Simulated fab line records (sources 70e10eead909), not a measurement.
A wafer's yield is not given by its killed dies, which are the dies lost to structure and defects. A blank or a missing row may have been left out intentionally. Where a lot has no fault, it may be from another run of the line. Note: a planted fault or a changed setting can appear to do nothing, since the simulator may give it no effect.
Matching of chambers | flow nand_harc | 4 sister chambers for NHARC_P_M0_DESCUM_14 on rie_diel-07
The step chemistry O2, time 3 s. 4 wafers are shown with their chamber, then 9 later ones without.

== WAFERS WITH THEIR CHAMBER ==
wafer  | chamber | drypump_motor_current_A (A)
L241.4 | 3       | 6.1
L241.5 | 0       | 6.6
L242.4 | 2       | 5.9
L242.6 | 1       | 5.5

== WAFERS WITH NO CHAMBER GIVEN ==
wafer  | drypump_motor_current_A (A)
L244.4 | 5.6
L244.5 | 5.9
L244.6 | 5.5
L245.2 | 6.1
L245.3 | 5.6
L245.4 | 6.6
L246.4 | 5.6
L246.5 | 6.1
L246.6 | 6.6

== CHAMBER TAKEN BY EACH ==
wafer  | from the rows above | in truth
L244.4 | 1                   | 1
L244.5 | 2                   | 2
L244.6 | 1                   | 1
L245.2 | 3                   | 3
L245.3 | 1                   | 1
L245.4 | 0                   | 0
L246.4 | 1                   | 1
L246.5 | 3                   | 3
L246.6 | 0                   | 0
Correctly placed: 9 of 9. Not placeable from these rows: 0. Placed wrongly: 0.
How it was worked out, from the rows above alone: a wafer's distance from a chamber is the root of the sum, over the readings, of the square of ((its reading less the chamber's mean) divided by the reading's scatter). The wafer belongs to the nearest chamber; if the next one is less than 2 further off, it can't be placed. The mean given for a chamber averages the wafers shown for that chamber. The scatter: root of mean squared gap, hidden wafer to nearest shown wafer, with one shown wafer a chamber.
